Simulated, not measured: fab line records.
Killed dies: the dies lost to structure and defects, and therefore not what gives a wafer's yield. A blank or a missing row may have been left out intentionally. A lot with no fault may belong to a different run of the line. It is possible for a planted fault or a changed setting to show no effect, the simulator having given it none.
fab line records	flow n5-finfet
record: lots: 5	wafers: 14	last-day: 18
route steps=1938 shown BEOL_M15@1789 PASSIVATION@1936
lots that met no fault: from a run of the same line without faults
start-h: the number of hours between the record's first day and the start of the first shown wafer of the lot	wait-h: how many hours have passed since the lot's step before this one	" same as the row above	L1.1+2: a row that stands for several wafers	- value missing, or start not given	* or withheld: withheld	< > ~ a bound
route shown NAME@n: NAME is a module with steps in the file, n the number in the route of the first one	usual: mean/standard deviation of fault-free wafers	same: alike in all rows	chamber/n: place in a boat	sites: per-site readings	_std_site: their standard deviation	_edge_site: the outer-site mean with the inner-site mean subtracted	radius-mm: how far each site lies from the wafer's centre	mask NAME#n: copy n	behind: tool/chamber where the wafer was last shaped	hold: what put the lot on hold/how long, in hours/how the hold closed	device: which transistor (n, p or np) failed to switch	end of line: the route-end tests of the same wafers	where a step has no rows: the recipe by itself	killed: the dies lost at the first sort to structure and to defects; this is not the yield of the wafer	map: a wafer's dies, marking killed ones x, the rest . and places with no die _
set.NAME: the setting as run; set.NAME@STEP: as run at that earlier step	model.NAME: the simulator's own value behind a step, which no gauge read
lots seen at some steps along the route; tables by step, rows by wafer
services: the hour from which a tool's chamber was out of use, counted from the record's first day as start-h (under 0 if before that day), plus the number of hours and why
== steps ==
step: N5_BEOL_M15_STRIP_63
recipe: chemistry: O2	power-w: 600	temp-c: 60	pressure-mtorr: 30	rf-frequency-hz: 6e+07	bias-power-w: 0	overash-fraction: 0.3	o2-flow-sccm: 225
step: N5_BEOL_M15_STRIP_64
recipe: chemistry: O2	power-w: 600	temp-c: 60	pressure-mtorr: 30	rf-frequency-hz: 6e+07	bias-power-w: 0	overash-fraction: 0.3	o2-flow-sccm: 225
step: N5_BEOL_M15_STRIP_65
recipe: chemistry: post-etch-residue-remover	time-s: 60	temp-c: 25	remover-ph: withheld	remover-water-wt-pct: withheld	remover-fluoride-wt-pct: withheld
step: N5_BEOL_M15_SRD_66
recipe: time-s: 30	temp-c: 23	rinse-liquid: diw	dry: n2-spin	spin-rpm: 1500	dry-time-s: 30
step: N5_BEOL_M15_CD_MEAS_17
recipe: target-cd-nm: 360	polarity: opening
usual: cd-nm: 363.3/2.4
lot.wafer	tool	chamber	start-h	wait-h	cd-nm
L993.1	cd-sem-01	-	300.92	0.0	362.6
L993.4	"	-	"	"	366.2
L993.5	"	-	"	"	363.7
L994.2	cd-sem-02	-	322.29	0.0	367.7
L994.3	"	-	"	"	366.0
L994.6	"	-	"	"	364.3
L997.2	cd-sem-01	-	328.25	0.0	362.5
L997.3	"	-	"	"	367.9
L997.4	"	-	"	"	360.9
L101.2	cd-sem-03	-	360.88	0.0	367.1
L101.4	"	-	"	"	363.2
L109.1	cd-sem-03	-	411.44	0.0	360.8
L109.2	"	-	"	"	361.8
L109.5	"	-	"	"	363.5
step: N5_BEOL_M15_COAT_56
recipe: resist: SOC	temp-c: 250	time-s: 60	spin-rpm: 1500	resist-thk-nm: 550
step: N5_BEOL_M15_ETCH_57
recipe: chemistry: N2/H2	target: SOC	source-w: 3000	bias-w: 350	time-s: 750	ion-energy-ev: 200	pressure-mtorr: 30	n2-flow-sccm: 200	h2-flow-sccm: 200
usual: drypump-motor-current-A: 5.7/0.53	oes-product-au: 0.78/0.1	rf-vpp-V: 524.8/2.7	showerhead-plenum-p-Torr: 2.58/0.087	throttle-valve-pct: 17.7/0.33
lot.wafer	tool	chamber	start-h	wait-h	drypump-motor-current-A	oes-product-au	rf-hours-counter-h	rf-vpp-V	showerhead-plenum-p-Torr	throttle-valve-pct
L993.1	rie-diel-06	1	301.02	-	5.4	0.80	94	525.4	2.54	17.2
L993.4	"	0	"	"	5.9	0.69	230	525.3	2.64	18.1
L993.5	"	1	"	"	5.4	0.80	-	524.0	2.54	17.2
L994.2	rie-diel-04	1	322.46	-	6.3	0.68	242	525.6	2.63	17.7
L994.3	"	2	"	"	4.9	0.69	243	524.9	2.60	17.7
L994.6	"	1	"	"	6.2	0.68	-	524.9	2.63	17.7
L997.2	rie-diel-02	1	328.35	-	5.1	0.94	12	524.8	2.60	17.1
L997.3	"	0	"	"	6.4	0.87	52	524.8	2.58	17.3
L997.4	"	3	"	"	6.5	0.68	234	522.0	2.52	17.9
L101.2	rie-diel-04	0	361.03	-	5.3	0.70	209	527.3	2.63	17.9
L101.4	"	1	"	"	6.2	0.68	-	524.6	2.62	17.7
L109.1	rie-diel-04	2	411.64	-	4.9	0.88	16	525.5	2.59	17.4
L109.2	"	0	"	"	5.3	0.69	231	524.2	2.63	18.0
L109.5	"	3	"	"	5.9	0.87	-	528.2	2.69	17.4
step: N5_BEOL_M15_COAT_60
recipe: resist: BARC	temp-c: 205	time-s: 60	spin-rpm: 1500	resist-thk-nm: 89
step: N5_BEOL_M15_COAT_22
recipe: spin-rpm: 1704	resist-thk-nm: 800
step: N5_BEOL_M15_EBR_24
recipe: solvent: PGMEA	ebr-width-mm: 1.5
step: N5_BEOL_M15_SOFTBAKE_23
recipe: temp-c: 130	time-s: 60
step: N5_BEOL_M15_EXPOSE_25
recipe: mask-id: M15	na: 0.8	source-shape: annular	sigma-inner: 0.5	sigma-outer: 0.8	polarization: unpolarized	target-cd-nm: 400	dose-mj: 35.5
step: N5_BEOL_M15_PEB_26
recipe: peb-temp-c: 130	peb-time-s: 90
usual: heater-power-total-W: 172.5/0.78
lot.wafer	tool	chamber	start-h	wait-h	heater-power-total-W
L993.1	litho-track-02	0	301.81	0.1	173.2
L993.4	"	0	"	"	170.9
L993.5	"	0	"	"	173.8
L994.2	litho-track-05	0	323.24	0.0	173.3
L994.3	"	0	"	"	172.4
L994.6	"	0	"	"	172.5
L997.2	litho-track-02	0	329.13	0.0	172.1
L997.3	"	0	"	"	171.9
L997.4	"	0	"	"	172.9
L101.2	litho-track-05	0	361.69	0.0	171.4
L101.4	"	0	"	"	171.7
L109.1	litho-track-02	0	412.30	0.1	172.2
L109.2	"	0	"	"	173.1
L109.5	"	0	"	"	172.6
step: N5_BEOL_M15_DEVELOP_27
recipe: develop-time-s: 45	rinse-liquid: diw	dry: air-spin	dev-temp-c: 21
step: N5_BEOL_M15_HARDBAKE_32
recipe: temp-c: 130	time-s: 120
step: N5_BEOL_M15_CD_MEAS_28
recipe: target-cd-nm: 407.6	landing-energy-ev: 500	detector: se-inlens
usual: cd-nm: 408.5/2.1
lot.wafer	tool	chamber	start-h	wait-h	cd-nm
L993.1	cd-sem-02	0	301.92	-	411.4
L993.4	"	0	"	"	409.4
L993.5	"	0	"	"	407.6
L994.2	cd-sem-02	0	323.36	-	408.4
L994.3	"	0	"	"	406.8
L994.6	"	0	"	"	408.9
L997.2	cd-sem-03	0	329.25	-	408.1
L997.3	"	0	"	"	410.2
L997.4	"	0	"	"	406.8
L101.2	cd-sem-01	0	361.81	-	412.8
L101.4	"	0	"	"	406.0
L109.1	cd-sem-01	0	412.42	-	407.5
L109.2	"	0	"	"	411.3
L109.5	"	0	"	"	409.6
step: N5_BEOL_M15_OVL_MEAS_29
recipe: points-per-wafer: 44
usual: M15_OVL: -2/5.1
lot.wafer	tool	chamber	start-h	wait-h	M15_OVL[nm]
L993.1	overlay-02	0	301.95	0.0	1
L993.4	"	0	"	"	5
L993.5	"	0	"	"	5
L994.2	overlay-01	0	323.39	0.0	-2
L994.3	"	0	"	"	0
L994.6	"	0	"	"	-4
L997.2	overlay-01	0	329.28	0.0	4
L997.3	"	0	"	"	3
L997.4	"	0	"	"	1
L101.2	overlay-02	0	361.84	0.0	-4
L101.4	"	0	"	"	0
L109.1	overlay-02	0	412.45	0.0	1
L109.2	"	0	"	"	2
L109.5	"	0	"	"	1
step: N5_BEOL_M15_INSPECT_30
recipe: mode: adi	inspect-instrument: macro
usual: raw-defect-count: 2.0/1.4
lot.wafer	tool	chamber	start-h	wait-h	raw-defect-count
L993.1	defect-inspect-02	-	301.97	0.0	3
L993.4	"	-	"	"	3
L993.5	"	-	"	"	3
L994.2	defect-inspect-01	-	323.41	0.0	0
L994.3	"	-	"	"	2
L994.6	"	-	"	"	2
L997.2	defect-inspect-01	-	329.30	0.0	1
L997.3	"	-	"	"	5
L997.4	"	-	"	"	2
L101.2	defect-inspect-01	-	361.86	0.0	1
L101.4	"	-	"	"	2
L109.1	defect-inspect-02	-	412.47	0.0	2
L109.2	"	-	"	"	0
L109.5	"	-	"	"	5
step: N5_BEOL_M15_DESCUM_33
recipe: chemistry: O2	time-s: 7.9	source-power-w: 50	bias-power-w: 20	pressure-mtorr: 20	rf-frequency-hz: 2.712e+07	temp-c: 40	o2-flow-sccm: 225
usual: drypump-motor-current-A: 5.7/0.53	oes-product-au: 0.78/0.1	rf-vpp-V: 243.6/1.4	showerhead-plenum-p-Torr: 2.11/0.072	throttle-valve-pct: 20.26/0.29
lot.wafer	tool	chamber	start-h	wait-h	drypump-motor-current-A	oes-product-au	rf-hours-counter-h	rf-vpp-V	showerhead-plenum-p-Torr	throttle-valve-pct	model.BEOL_M15.cd-nm
L993.1	rie-diel-06	3	302.01	0.0	5.2	0.68	202	242.0	2.00	20.56	411.4
L993.4	"	1	"	"	5.4	0.80	94	244.1	2.09	19.88	409.8
L993.5	"	3	"	"	5.2	0.69	-	241.9	2.00	20.56	407.6
L994.2	rie-diel-06	1	323.44	0.0	5.4	0.79	99	244.1	2.09	19.88	408.4
L994.3	"	0	"	"	5.9	0.70	234	244.0	2.17	20.85	406.8
L994.6	"	2	"	"	6.2	0.83	-	241.3	2.01	20.36	409
L997.2	rie-diel-02	1	329.50	0.2	5.1	0.93	12	244.0	2.13	19.70	408.2
L997.3	"	0	"	"	6.4	0.87	53	243.1	2.14	20.16	410
L997.4	"	3	"	"	6.4	0.68	234	243.4	2.03	20.23	406.8
L101.2	rie-diel-04	0	362.29	0.4	5.3	0.70	210	244.3	2.14	20.40	412.6
L101.4	"	1	"	"	6.3	0.67	-	243.3	2.13	20.04	405.8
L109.1	rie-diel-02	0	412.50	0.0	6.4	0.84	82	242.6	2.13	20.19	407.8
L109.2	"	1	"	"	5.1	0.86	41	243.1	2.12	19.76	411.2
L109.5	"	1	"	"	5.1	0.88	-	243.8	2.12	19.74	409.2
step: N5_BEOL_M15_ETCH_61
recipe: chemistry: N2/H2	target: BARC	target-depth-a: 890	overetch-a: 267	time-s: 67.9	ion-energy-ev: 200	pressure-mtorr: 30	source-w: 840	bias-w: 150	n2-flow-sccm: 200	h2-flow-sccm: 200
usual: drypump-motor-current-A: 5.7/0.54	oes-product-au: 0.67/0.082	rf-vpp-V: 524.6/2.5	showerhead-plenum-p-Torr: 2.57/0.085	throttle-valve-pct: 17.8/0.32
lot.wafer	tool	chamber	start-h	wait-h	drypump-motor-current-A	oes-product-au	rf-hours-counter-h	rf-vpp-V	showerhead-plenum-p-Torr	throttle-valve-pct
L993.1	rie-diel-06	3	302.04	0.0	5.2	0.60	202	520.7	2.43	18.2
L993.4	"	1	"	"	5.4	0.68	94	523.9	2.54	17.3
L993.5	"	3	"	"	5.2	0.61	-	520.5	2.43	18.2
L994.2	rie-diel-06	1	323.48	0.0	5.5	0.67	99	524.1	2.54	17.3
L994.3	"	0	"	"	5.9	0.59	234	526.0	2.63	18.2
L994.6	"	2	"	"	6.2	0.70	-	522.2	2.46	17.9
L997.2	rie-diel-02	1	329.53	0.0	5.1	0.79	12	526.5	2.60	17.2
L997.3	"	0	"	"	6.4	0.74	53	525.0	2.58	17.4
L997.4	"	3	"	"	6.5	0.59	234	523.2	2.52	18.1
L101.2	rie-diel-04	0	362.32	0.0	5.3	0.61	210	526.0	2.63	18.0
L101.4	"	1	"	"	6.2	0.58	-	525.8	2.62	17.8
L109.1	rie-diel-02	0	412.54	0.0	6.4	0.71	82	525.0	2.56	17.4
L109.2	"	1	"	"	5.1	0.75	41	526.5	2.58	17.2
L109.5	"	1	"	"	5.1	0.74	-	525.5	2.58	17.2
step: N5_BEOL_M15_TRENCH_ETCH_34
recipe: chemistry: C4F8/O2/Ar	target: SiO2	target-depth-a: 8729.3	he-inner-torr: 15	he-outer-torr: 30	time-s: 199	ion-energy-ev: 800	pressure-mtorr: 20	source-w: 1905	bias-w: 2040	Ar_flow_sccm: 400	C4F8_flow_sccm: 16	O2_flow_sccm: 12
usual: drypump-motor-current-A: 5.7/0.54	oes_o_777_au: 0.78/0.095	oes-product-au: 0.78/0.1	rf-vpp-V: 2200/42	showerhead-plenum-p-Torr: 3.46/0.11	throttle-valve-pct: 30.6/0.34
lot.wafer	tool	chamber	start-h	wait-h	drypump-motor-current-A	oes_o_777_au	oes-product-au	rf-hours-counter-h	rf-vpp-V	showerhead-plenum-p-Torr	throttle-valve-pct
L993.1	rie-diel-06	3	302.10	0.0	5.2	0.74	0.70	202	2168	3.25	30.7
L993.4	"	1	"	"	5.4	0.76	0.78	94	2194	3.46	30.3
L993.5	"	3	"	"	5.2	0.74	0.70	-	2169	3.25	30.7
L994.2	rie-diel-06	1	323.53	0.0	5.4	0.76	0.78	99	2194	3.46	30.3
L994.3	"	0	"	"	5.9	0.70	0.69	234	2278	3.52	31.0
L994.6	"	2	"	"	6.2	0.81	0.84	-	2173	3.37	31.1
L997.2	rie-diel-02	1	329.59	0.0	5.0	0.92	0.95	12	2278	3.47	29.9
L997.3	"	0	"	"	6.4	0.92	0.89	53	2218	3.46	30.3
L997.4	"	3	"	"	6.4	0.63	0.67	234	2163	3.41	30.9
L101.2	rie-diel-04	0	362.37	0.0	5.3	0.68	0.70	210	2148	3.54	30.9
L101.4	"	1	"	"	6.3	0.68	0.67	-	2234	3.52	30.5
L109.1	rie-diel-02	0	412.59	0.0	6.4	0.88	0.84	82	2216	3.45	30.3
L109.2	"	1	"	"	5.1	0.87	0.88	41	2277	3.46	29.9
L109.5	"	1	"	"	5.0	0.87	0.89	-	2277	3.45	29.9
step: N5_BEOL_M15_STRIP_36
recipe: chemistry: O2	power-w: 600	temp-c: 60	pressure-mtorr: 30	rf-frequency-hz: 6e+07	bias-power-w: 0	overash-fraction: 0.3	o2-flow-sccm: 225
usual: drypump-motor-current-A: 5.8/0.54	oes-product-au: 0.78/0.099	rf-vpp-V: 3.6/0.91	showerhead-plenum-p-Torr: 2.11/0.07	throttle-valve-pct: 16.55/0.28
lot.wafer	tool	chamber	start-h	wait-h	drypump-motor-current-A	oes-product-au	rf-hours-counter-h	rf-vpp-V	showerhead-plenum-p-Torr	throttle-valve-pct
L993.1	rie-diel-06	2	303.59	1.3	6.2	0.83	66	4.6	2.02	16.65
L993.4	"	3	"	"	5.2	0.70	203	2.0	2.01	16.82
L993.5	"	1	"	"	5.4	0.79	-	4.8	2.10	16.25
L994.2	rie-diel-04	0	325.17	1.5	5.3	0.70	197	2.8	2.15	16.70
L994.3	"	3	"	"	5.9	0.94	17	3.3	2.23	16.35
L994.6	"	1	"	"	6.3	0.68	-	3.2	2.13	16.39
L997.2	rie-diel-02	3	330.67	0.9	6.5	0.68	235	3.9	2.03	16.59
L997.3	"	0	"	"	6.4	0.87	53	3.4	2.15	16.39
L997.4	"	2	"	"	6.3	0.70	231	2.2	2.02	16.92
L101.2	rie-diel-04	3	366.44	3.9	5.9	0.91	32	3.2	2.23	16.35
L101.4	"	3	"	"	5.9	0.91	-	3.8	2.23	16.38
L109.1	rie-diel-06	3	422.43	9.6	5.2	0.66	241	4.3	1.99	16.83
L109.2	"	0	"	"	5.9	0.95	5	4.4	2.17	16.61
L109.5	"	1	"	"	5.4	0.77	-	3.6	2.08	16.28
step: N5_BEOL_M15_STRIP_62
recipe: chemistry: O2	power-w: 600	temp-c: 60	pressure-mtorr: 30	rf-frequency-hz: 6e+07	bias-power-w: 0	overash-fraction: 0.3	o2-flow-sccm: 225
usual: drypump-motor-current-A: 5.8/0.54	oes-product-au: 0.78/0.1	rf-vpp-V: 3.6/0.45	showerhead-plenum-p-Torr: 2.11/0.07	throttle-valve-pct: 16.55/0.28
lot.wafer	tool	chamber	start-h	wait-h	drypump-motor-current-A	oes-product-au	rf-hours-counter-h	rf-vpp-V	showerhead-plenum-p-Torr	throttle-valve-pct
L993.1	rie-diel-06	2	-	-	6.2	0.84	66	4.3	2.01	16.65
L993.4	"	3	"	"	5.2	0.69	203	3.6	2.00	16.79
L993.5	"	1	"	"	5.4	0.79	-	3.9	2.10	16.25
L994.2	rie-diel-04	0	-	-	5.3	0.71	197	3.4	2.15	16.71
L994.3	"	3	"	"	5.9	0.94	17	4.4	2.24	16.36
L994.6	"	1	"	"	6.2	0.67	-	3.6	2.13	16.42
L997.2	rie-diel-02	3	-	-	6.4	0.68	235	3.2	2.03	16.60
L997.3	"	0	"	"	6.4	0.88	53	3.0	2.15	16.44
L997.4	"	2	"	"	6.3	0.71	231	3.9	2.02	16.94
L101.2	rie-diel-04	3	-	-	5.9	0.90	32	3.7	2.23	16.38
L101.4	"	3	"	"	5.9	0.91	-	3.0	2.23	16.38
L109.1	rie-diel-06	3	-	-	5.2	0.65	241	3.0	1.99	16.84
L109.2	"	0	"	"	5.9	0.97	5	4.0	2.17	16.62
L109.5	"	1	"	"	5.4	0.77	-	4.0	2.08	16.30
step: N5_BEOL_M15_STRIP_37
recipe: chemistry: O2	power-w: 600	temp-c: 60	pressure-mtorr: 30	rf-frequency-hz: 6e+07	bias-power-w: 0	overash-fraction: 0.3	o2-flow-sccm: 225
step: N5_BEOL_M15_ETCH_38
recipe: chemistry: CF4/N2	target: SiCN	target-depth-a: 1064	taper-deg: 2	time-s: 120.5	ion-energy-ev: 150	mask-material: SiO2	pressure-mtorr: 40	source-w: 430	bias-w: 70	Ar_flow_sccm: 100	cf4-flow-sccm: 60	n2-flow-sccm: 60
usual: drypump-motor-current-A: 5.8/0.54	oes-product-au: 0.78/0.1	rf-vpp-V: 382.9/1.9	showerhead-plenum-p-Torr: 2.23/0.073	throttle-valve-pct: 15.35/0.25
lot.wafer	tool	chamber	start-h	wait-h	drypump-motor-current-A	oes-product-au	rf-hours-counter-h	rf-vpp-V	showerhead-plenum-p-Torr	throttle-valve-pct	model.BEOL_M15.cd-nm
L993.1	rie-diel-06	2	-	-	6.2	0.84	66	380.9	2.15	15.53	403.6
L993.4	"	3	"	"	5.2	0.71	203	378.5	2.09	15.43	403.2
L993.5	"	1	"	"	5.4	0.78	-	383.1	2.21	15.08	399.2
L994.2	rie-diel-04	0	-	-	5.3	0.71	197	383.5	2.28	15.58	402.4
L994.3	"	3	"	"	5.9	0.92	17	384.8	2.35	15.15	398
L994.6	"	1	"	"	6.2	0.69	-	383.4	2.28	15.38	403
L997.2	rie-diel-02	3	-	-	6.4	0.67	235	381.8	2.19	15.62	401.6
L997.3	"	0	"	"	6.4	0.90	53	384.2	2.24	15.13	404.8
L997.4	"	2	"	"	6.4	0.70	231	378.2	2.09	15.54	397.2
L101.2	rie-diel-04	3	-	-	5.9	0.90	32	385.6	2.34	15.19	406.4
L101.4	"	3	"	"	5.9	0.90	-	385.2	2.34	15.18	398
L109.1	rie-diel-06	3	-	-	5.2	0.67	241	379.9	2.08	15.51	403
L109.2	"	0	"	"	5.9	0.96	5	384.1	2.26	15.27	404.4
L109.5	"	1	"	"	5.4	0.75	-	383.5	2.20	15.15	402
step: N5_BEOL_M15_PRECLEAN_39
recipe: chemistry: residue-remover	time-s: 60	temp-c: 40
step: N5_PASSIVATION_PROBE_49
usual: defect-limited-yield: 91.5/1.3	killed_at_M0_to_M3: 36/10	killed_at_M4_up: 13/4.7	killed-at-contacts: 13/6.7	killed-at-front-end: 37/9.7	killed-at-other: 2.6/2.3	killed-dies: 101/15	killed-open: 67/12	killed-short: 32/6.7	sort_bin_5_function: 5.0/0.89	sort_bin_6_memory: 3.2/0.63	sort-n-pass: 1079/16	sort-yield-pct: 91.4/1.4
same: gross-dies: 1180	killed-at-back-side: 0	sort_bin_4_leakage[%]: 0	sort_bin_8_speed[%]: 0
lot.wafer	tool	chamber	start-h	wait-h	defect-limited-yield[%]	killed_at_M0_to_M3	killed_at_M4_up	killed-at-contacts	killed-at-front-end	killed-at-other	killed-dies	killed-open	killed-short	sort_bin_5_function[%]	sort_bin_6_memory[%]	sort-n-pass	sort-yield-pct[%]
L993.1	prober-01	-	320.34	0.0	92.5	24	14	14	31	5	88	61	27	4.1	3.1	1092	92.5
L993.4	prober-01	-	320.49	0.2	92.7	29	8	14	33	2	86	50	36	4.2	2.8	1094	92.7
L993.5	prober-01	-	320.54	0.2	93.0	25	20	17	21	0	83	61	22	4.5	2.5	1097	93.0
killed by level:class
L993.1 MOL_CONTACT_COAG:geometric-particle:open=12 BEOL_M3:geometric-particle:open=11 GATE_CUT:geometric-particle:short=7 FIN_SAQP:geometric-particle:short=6 FIN_SAQP:geometric-particle:open=5 BEOL_M4:geometric-particle:open=5 BEOL_M0_SAQP:geometric-particle:short=4 STI_FIN_REVEAL:geometric-particle:open=3
L993.4 BEOL_M0_SAQP:geometric-particle:short=9 MOL_CONTACT_COAG:geometric-particle:open=9 FIN_SAQP:geometric-particle:open=8 BEOL_M0_SAQP:geometric-particle:open=7 FIN_SAQP:geometric-particle:short=6 MOL_CONTACT_COAG:geometric-particle:short=5 BEOL_M1:geometric-particle:open=5 BEOL_M3:geometric-particle:open=5
L993.5 MOL_CONTACT_COAG:geometric-particle:open=13 BEOL_M4:geometric-particle:open=9 BEOL_M0:geometric-particle:open=7 STARTING-WAFER:geometric-particle:open=6 FIN_SAQP:geometric-particle:short=4 MOL_CONTACT_COAG:geometric-particle:short=4 BEOL_M0_SAQP:geometric-particle:open=4 BEOL_M1:geometric-particle:open=4
== services ==
tool	chamber	start-h	hours	kind
rie-diel-04	2	349.02	-	clean
rie-diel-04	2	349.02	-	consumable-replace:esc
rie-diel-04	2	349.02	-	consumable-replace:focus-ring
rie-diel-04	2	349.02	25.6	scheduled-down
rie-diel-04	2	349.02	25.6	vent-cycle
litho-track-05	-	374.40	-	consumable-replace:filter
rie-diel-04	1	374.64	-	clean
rie-diel-04	1	374.64	-	consumable-replace:focus-ring
rie-diel-04	1	374.64	23.8	scheduled-down
rie-diel-04	1	374.64	23.8	vent-cycle
rie-diel-02	3	379.85	-	clean
rie-diel-02	3	379.85	-	consumable-replace:focus-ring
rie-diel-02	3	379.85	18.0	scheduled-down
rie-diel-02	3	379.85	18.0	vent-cycle
rie-diel-06	0	390.39	-	clean
rie-diel-06	0	390.39	-	consumable-replace:focus-ring
rie-diel-06	0	390.39	16.0	scheduled-down
rie-diel-06	0	390.39	16.0	vent-cycle
rie-diel-02	2	397.98	-	clean
rie-diel-02	2	397.98	-	consumable-replace:focus-ring
rie-diel-02	2	397.98	-	consumable-replace:showerhead
rie-diel-02	2	397.98	19.7	scheduled-down
rie-diel-02	2	397.98	19.7	vent-cycle
rie-diel-02	-	408.08	0.5	repair
== key ==
first-sign none at tools or gauges
model-effect: step: N5_BEOL_M15_DESCUM_33	value: BEOL_M15.cd-nm	without: 405.8	struck: 412.6
model-effect: step: N5_BEOL_M15_ETCH_38	value: BEOL_M15.cd-nm	without: 399.6	struck: 406.4
met-at N5_BEOL_M15_PEB_26
struck-wafers L101.2
onset-between 323.24 361.69
fault: kind: process-parameter-drift	tool: litho-track-05	chamber: -	onset-h: 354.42	steps: N5_BEOL_M15_PEB_26	channel: peb-time-s	offset: *	shape: step	end-h: 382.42	scope: struck-wafers-only	acts-in: *	stated: *
